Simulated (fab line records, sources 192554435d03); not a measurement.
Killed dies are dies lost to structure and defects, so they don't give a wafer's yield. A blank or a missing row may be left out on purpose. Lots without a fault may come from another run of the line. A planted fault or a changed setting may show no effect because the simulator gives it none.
Which tool did it? | flow n5_finfet | 11 lots, 30 wafers sampled, at 5 steps of a route of 1938

WHAT THE GAUGES READ, wafer by wafer
N5_BEOL_M4_RC_MEAS_101.
lot  | measured     | on        | SS_N (mV/dec)
L295 | day 8 10:10  | prober-01 | 70.3 71.8 70.9
L296 | day 7 20:03  | prober-01 | 71.5 71.4 72.5
L297 | day 8 10:22  | prober-02 | 71.5 71.3 72.6
L298 | day 8 13:14  | prober-02 | 71.3 71.4 72.1
L299 | day 9 03:16  | prober-02 | 71.5 70.4 71.1
L301 | day 9 12:23  | prober-01 | 74.6
L307 | day 11 02:14 | prober-02 | 72.2 72.1
L309 | day 11 23:48 | prober-02 | 71.4 72.0 71.3
L310 | day 12 01:44 | prober-01 | 71.7 71.3 71.3
L313 | day 13 01:41 | prober-01 | 72.1 71.8 71.8
L317 | day 13 16:08 | prober-01 | 71.3 71.4 72.0

WHICH TOOL RAN EACH LOT (tool, then ch and the chambers of the sampled wafers, then the start)
lot  | N5_SD_EPI_N_SD_RECESS_17        | N5_BEOL_M4_SPUTTER_81        | N5_BEOL_M4_ANNEAL_91         | N5_BEOL_M4_SPUTTER_92
L295 | rie_si-01 ch 0,2,3, day 3 02:30 | pvd_sputter-01, day 8 07:35  | pvd_sputter-01, day 8 08:19  | pvd_sputter-01, day 8 08:28
L296 | rie_si-04 ch 0,2,3, day 3 07:20 | pvd_sputter-02, day 7 16:35  | pvd_sputter-02, day 7 17:20  | pvd_sputter-02, day 7 17:28
L297 | rie_si-03 ch 0,2, day 3 14:06   | pvd_sputter-02, day 8 07:57  | pvd_sputter-02, day 8 08:41  | pvd_sputter-02, day 8 08:50
L298 | rie_si-01 ch 0,2,3, day 3 20:04 | pvd_sputter-03, day 8 10:49  | pvd_sputter-03, day 8 11:34  | pvd_sputter-03, day 8 11:42
L299 | rie_si-03 ch 0,3, day 4 03:50   | pvd_sputter-02, day 9 00:50  | pvd_sputter-02, day 9 01:35  | pvd_sputter-02, day 9 01:43
L301 | rie_si-04 ch 0, day 4 12:50     | pvd_sputter-03, day 9 09:23  | pvd_sputter-03, day 9 10:10  | pvd_sputter-03, day 9 10:16
L307 | rie_si-03 ch 1,3, day 6 11:29   | pvd_sputter-03, day 10 23:40 | pvd_sputter-03, day 11 00:25 | pvd_sputter-03, day 11 00:33
L309 | rie_si-03 ch 1,2, day 6 18:13   | pvd_sputter-03, day 11 21:14 | pvd_sputter-03, day 11 21:58 | pvd_sputter-03, day 11 22:07
L310 | rie_si-01 ch 0,1, day 6 22:47   | pvd_sputter-03, day 11 23:11 | pvd_sputter-03, day 11 23:56 | pvd_sputter-03, day 12 00:04
L313 | rie_si-01 ch 1,2,3, day 7 13:43 | pvd_sputter-02, day 12 22:44 | pvd_sputter-02, day 12 23:28 | pvd_sputter-02, day 12 23:37
L317 | rie_si-01 ch 0,3, day 8 12:17   | pvd_sputter-01, day 13 13:08 | pvd_sputter-01, day 13 13:52 | pvd_sputter-01, day 13 14:01
- N5_SD_EPI_N_SD_RECESS_17: chemistry HBr/Cl2/O2, target depth 41 nm, time 23.7 s, bt time 3 s.
- N5_BEOL_M4_SPUTTER_81: material Cu, target thk 4.5 nm, time 8.29 s.
- N5_BEOL_M4_ANNEAL_91: time 240 s.
- N5_BEOL_M4_SPUTTER_92: material Cu, target thk 4.5 nm, time 8.29 s.

THE ANSWER, worked out from the rows above alone
Rule: what is usual is taken from the lots themselves. Put in order of their means at a reading, lots are off if they are a third of the lots or fewer, leave a main group of 4 or more, and stand apart from it by a gap of 3 or more times the standard deviation of the main group's means; of several such gaps the widest counts. A main group whose means are all the same, to the digits that the tables above print for the reading, isn't used. A lot without any number at a reading at which 4 lots or more have one is off too. The other lots that the step has rows for count as sound.
Off: L301, at N5_BEOL_M4_RC_MEAS_101 (SS_N). The main group: mean 71.6 mV/dec, standard deviation 0.35.
A tool fits if, at a process step before that reading, it ran every lot that is off, and no sound lot after the first of them. The gauges at N5_BEOL_M4_RC_MEAS_101 are tried like those tools. One fits: rie_si-04 at N5_SD_EPI_N_SD_RECESS_17. Its last sound lot is L296 (day 3 07:20), its first lot that is off L301 (day 4 12:50): a fault that began between those two fits.

WHAT THE SIMULATOR HAD PUT IN
Process parameter drift: rie_si-04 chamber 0, from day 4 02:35 on, at N5_SD_EPI_N_SD_RECESS_17. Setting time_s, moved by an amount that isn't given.
Lots struck among those shown: L301. The rule above found the same.
